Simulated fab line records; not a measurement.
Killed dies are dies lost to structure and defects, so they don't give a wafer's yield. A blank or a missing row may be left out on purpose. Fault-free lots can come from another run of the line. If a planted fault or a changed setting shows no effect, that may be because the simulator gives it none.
Split-lot study | flow n5_finfet | on a route of 1938 steps: 7 lots, 21 wafers read

== THE SPLIT ITSELF ==
At N5_BEOL_M9_TRENCH_ETCH_37 (etches SiCOH lowk in C4F6/O2, target depth 151.43 nm, time 49 s), the setting source_w was moved away from the recipe's 345 W on 7 of the 21 wafers read, by -17.7% to +17.2%. All remaining wafers had this setting at the recipe value.

The split's own step is where the reading is taken.

== THE READING ==
rf_vpp_V, in V, at N5_BEOL_M9_TRENCH_ETCH_37 (etches SiCOH lowk in C4F6/O2, target depth 151.43 nm, time 49 s). Fault-free wafers of this fab line usually give 658 V, standard deviation 14 V.

wafer  | tool, chamber at the split | source_w as run, W | against the recipe | rf_vpp_V, V | against lot-mates on the recipe
L075.4 | rie_diel-06, 1             | 345                | recipe             | 659         | -
L075.5 | rie_diel-06, 3             | 345                | recipe             | 670         | -
L075.6 | rie_diel-06, 0             | 380.9              | +10.4%             | 635         | -30
L076.2 | rie_diel-06, 3             | 345                | recipe             | 672         | -
L076.3 | rie_diel-06, 1             | 345                | recipe             | 659         | -
L076.5 | rie_diel-06, 2             | 345                | recipe             | 654         | -
L077.2 | rie_diel-01, 2             | 345                | recipe             | 658         | -
L077.3 | rie_diel-01, 3             | 345                | recipe             | 675         | -
L077.6 | rie_diel-01, 0             | 345                | recipe             | 687         | -
L080.2 | rie_diel-01, 0             | 284.1              | -17.7%             | 759         | +102
L080.3 | rie_diel-01, 2             | 345                | recipe             | 657         | -
L080.5 | rie_diel-01, 2             | 284.1              | -17.7%             | 728         | +71
L087.1 | rie_diel-01, 2             | 345                | recipe             | 658         | -
L087.3 | rie_diel-01, 3             | 327.4              | -5.1%              | 693         | +35
L087.4 | rie_diel-01, 0             | 327.4              | -5.1%              | 706         | +48
L092.4 | rie_diel-01, 0             | 345                | recipe             | 686         | -
L092.5 | rie_diel-01, 0             | 404.2              | +17.2%             | 634         | -46
L092.6 | rie_diel-01, 3             | 345                | recipe             | 675         | -
L097.1 | rie_diel-01, 1             | 399.8              | +15.9%             | 610         | -77
L097.4 | rie_diel-01, 0             | 345                | recipe             | 687         | -
L097.6 | rie_diel-01, 0             | 345                | recipe             | 687         | -

THE FIT
A straight line over all 21 wafers: rf_vpp_V changes by -3.63 V for each +1% of source_w; r = -0.91; the points scatter about the line by 14 V.
The same after taking each lot's own level away (the mean of its wafers on the recipe; 21 wafers): -4.36 V for each +1%; r = -0.95; scatter 12 V.
Per that fit: largest source_w move, reading shift of 77 V.
The lots' own levels span 657.0 to 687.0 V, that is 2.1 times the standard deviation above.
In other words, the slope is changed by the lot-to-lot level; the two fits disagree.
Check: with one of the wafers moved furthest among these (-17.7%) left out of the fit, the line predicts +73.4 V for it against its lot-mates. It came out at +102 V against them.
Tool readings at the split's step, against how far the setting was moved: rf_vpp_V r = -0.91.

== OTHER SPLITS ON THESE WAFERS ==
These wafers also went through other splits before the reading. Each is held against what the fit with the lots' levels taken away leaves over:
other split on the same wafers   | wafers away from the commonest value | r with rf_vpp_V (lot level and that fit taken away)
N5_BEOL_M7_COAT_22 spin_rpm      | 6                                    | +0.16
N5_BEOL_M8_ETCH_65 source_w      | 12                                   | +0.09
N5_BEOL_M8_TRENCH_ETCH_37 bias_w | 8                                    | +0.02
N5_BEOL_M9_COAT_60 spin_rpm      | 7                                    | +0.12

== THE FILE'S OWN FIT ==
rf_vpp_V changes by -4.08 V for each +1% of source_w, r = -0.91.
